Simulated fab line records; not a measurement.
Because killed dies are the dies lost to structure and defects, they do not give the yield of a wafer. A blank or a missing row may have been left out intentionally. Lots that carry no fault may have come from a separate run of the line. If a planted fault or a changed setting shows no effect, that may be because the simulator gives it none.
Problem report in the 8D (eight disciplines) form, filled by code :: flow nandHarc :: the parts of the form that need people (team, actions taken, sign-off) are left out

1. PROBLEM STATEMENT
Mean of rawDefectCount at NHARC_A_CONTACT_INSPECT_10: 383 across 6 wafers in 2 lots; on wafers with no fault it is 88 (standard deviation 33). Relative to the usual mean, that is a shift of +8.9 standard deviations.
First observed at day 30 23:56: wafer L294.1, on defectInspect-02. The record has a number at this step for 39 wafers belonging to 13 lots. Rule for "out" (also "out of limits"): further than 4 standard deviations from the usual mean. The other wafers with a number count as sound.

2. WHAT THIS IS AND IS NOT
question: which readings at this step
is: rawDefectCount
is not: -

question: which lots
is: L293, L294
is not: L273, L274, L277, L278, L279, L280, L281, L282, L283, L289, L295

question: which wafers of those lots
is: all that have a number
is not: -

question: read on which gauges
is: defectInspect-02
is not: defectInspect-01

question: when
is: from day 30 23:56
is not: up to then (30 sound wafers); but 3 sound wafers of L295 came after

3. SUSPECTS, AND WHAT RULES EACH OUT
Counting: a tool at any process step up to the reading remains a suspect when it ran all the lots that are out and ran no sound lot after the first of those.
- the gauge at NHARC_A_CONTACT_INSPECT_10: kept. All the wafers that are out were read on defectInspect-02, and no step on other tools shows them out.
- pecvd-02 at NHARC_A_CONTACT_DEP_85 (deposits SiON, target thk 60 nm): kept. It processed each lot that is out, first L294 at day 30 23:05, and no sound lot thereafter; up to then, the last sound lot it processed was L289 at day 28 12:58.
After counting, pecvd-02 at NHARC_A_CONTACT_DEP_85 and defectInspect-02 at NHARC_A_CONTACT_INSPECT_10 remain.

4. THE CAUSE (what the simulator had put in)
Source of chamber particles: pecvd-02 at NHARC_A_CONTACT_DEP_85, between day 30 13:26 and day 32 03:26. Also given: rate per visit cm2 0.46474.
Counting left 2 suspects, and this tool is among them.

5. THE CHAIN OF EFFECTS, in route order
Rows list readings where the struck wafers' mean (over those with a number) sits beyond 3 standard deviations from the usual. Only readings whose record carries a usual standard deviation are examined. hours: median over the lots of the time between each lot's start at the first step of this table that gives one and its start at this step. sigmas: the change, counted in usual standard deviations.
hours: 0
step: NHARC_A_CONTACT_INSPECT_10
reading: rawDefectCount
usual: 88
on struck wafers: 383
change: +295
sigmas: +8.9
At these later measuring or inspecting steps, every struck wafer for which the step has a row has a number for every such reading, and none has moved that far: NHARC_END_SORT_01.

6. WHAT WOULD HAVE CAUGHT IT SOONER
In this record the first reading out of limits at a measuring or inspecting step was taken at day 30 23:56, 10 hours after the fault began at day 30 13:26.
An alarm limit of 4 standard deviations would not have fired on the tool readings at NHARC_A_CONTACT_DEP_85 for which the record gives a usual standard deviation, since none of them was out on any struck wafer.
L293, from the lots that are out (2), started NHARC_A_CONTACT_DEP_85 on pecvd-02 later than day 30 23:56. It would have been spared by a hold on the tool at that moment.
